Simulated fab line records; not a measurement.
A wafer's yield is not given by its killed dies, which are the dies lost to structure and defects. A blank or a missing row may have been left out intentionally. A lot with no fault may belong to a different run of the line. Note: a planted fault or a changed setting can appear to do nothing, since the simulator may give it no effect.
Matching of chambers ; flow nand_harc ; NHARC_A_STAIRCASE_TRIM_196 on rie_diel-05 has 4 sister chambers
The step chemistry O2, time 211.2 s. 30 wafers are shown with their chamber, then 12 later ones without.

## WAFERS WITH THEIR CHAMBER
wafer;chamber;drypump_motor_current_A (A);showerhead_plenum_p_Torr (Torr);oes_product_au (a.u.)
L077.1;0;6.7;3.29;1.010
L077.2;3;5.2;3.56;1.002
L077.3;1;6.2;3.66;1.005
L077.4;2;5.8;3.44;1.001
L077.5;2;5.8;3.44;0.996
L077.6;3;5.2;3.56;0.996
L080.2;0;6.7;3.29;1.018
L080.4;3;5.2;3.55;1.008
L080.5;0;6.7;3.29;1.006
L083.1;2;5.9;3.43;1.005
L083.5;2;5.9;3.43;1.003
L083.6;3;5.2;3.54;1.020
L083.2;0;6.7;3.28;1.007
L083.3;1;6.2;3.65;0.984
L083.4;3;5.2;3.54;1.008
L084.3;1;6.2;3.65;0.980
L084.4;0;6.7;3.28;0.994
L084.5;0;6.7;3.28;0.986
L088.2;2;5.9;3.42;0.996
L088.3;0;6.7;3.28;0.994
L088.4;3;5.2;3.54;0.990
L089.3;2;5.9;3.42;0.999
L089.4;3;5.2;3.54;1.002
L089.6;3;5.2;3.54;1.004
L090.4;0;6.7;3.27;0.980
L090.5;0;6.7;3.28;0.981
L090.6;1;6.2;3.64;0.978
L091.1;0;6.8;3.27;0.980
L091.3;3;5.2;3.53;1.011
L091.5;2;5.8;3.42;0.999

SIGNATURES (averages over the wafers above)
reading;chamber 0;chamber 1;chamber 2;chamber 3;scatter within a chamber
drypump_motor_current_A;6.710;6.200;5.857;5.200;0.0317
showerhead_plenum_p_Torr;3.2810;3.6500;3.4286;3.5444;0.00877
oes_product_au;0.99560;0.98675;0.99986;1.00456;0.0105
Rule: for each reading, subtract the chamber's mean from the wafer's reading, divide by that reading's scatter and square the result; add these up over the readings and take the root, which gives the wafer's distance from the chamber. The wafer belongs to the nearest chamber; if the next one is less than 2 further off, it can't be placed. The scatter: take each reading less its chamber's mean, square it, sum over the shown wafers, divide by the number of wafers less the number of chambers, and take the root.

## WAFERS WHOSE CHAMBER IS MISSING
wafer;drypump_motor_current_A (A);showerhead_plenum_p_Torr (Torr);oes_product_au (a.u.)
L095.1;5.2;3.53;1.004
L095.2;6.7;3.27;0.998
L095.3;6.2;3.63;1.000
L095.4;6.2;3.63;0.989
L095.5;5.2;3.53;1.001
L095.6;6.7;3.27;0.984
L094.2;5.2;3.53;0.999
L094.4;6.7;3.27;0.987
L094.5;6.2;3.63;0.985
L097.1;5.8;3.40;0.996
L097.2;5.2;3.52;0.981
L097.5;5.8;3.40;0.983

## WHICH CHAMBER EACH WENT THROUGH
wafer;from the rows above;in truth
L095.1;3;3
L095.2;0;0
L095.3;1;1
L095.4;1;1
L095.5;3;3
L095.6;0;0
L094.2;3;3
L094.4;0;0
L094.5;1;1
L097.1;2;2
L097.2;3;3
L097.5;2;2
Placed correctly: 12 of 12. From these rows, 0 cannot be placed. 0 placed wrongly.
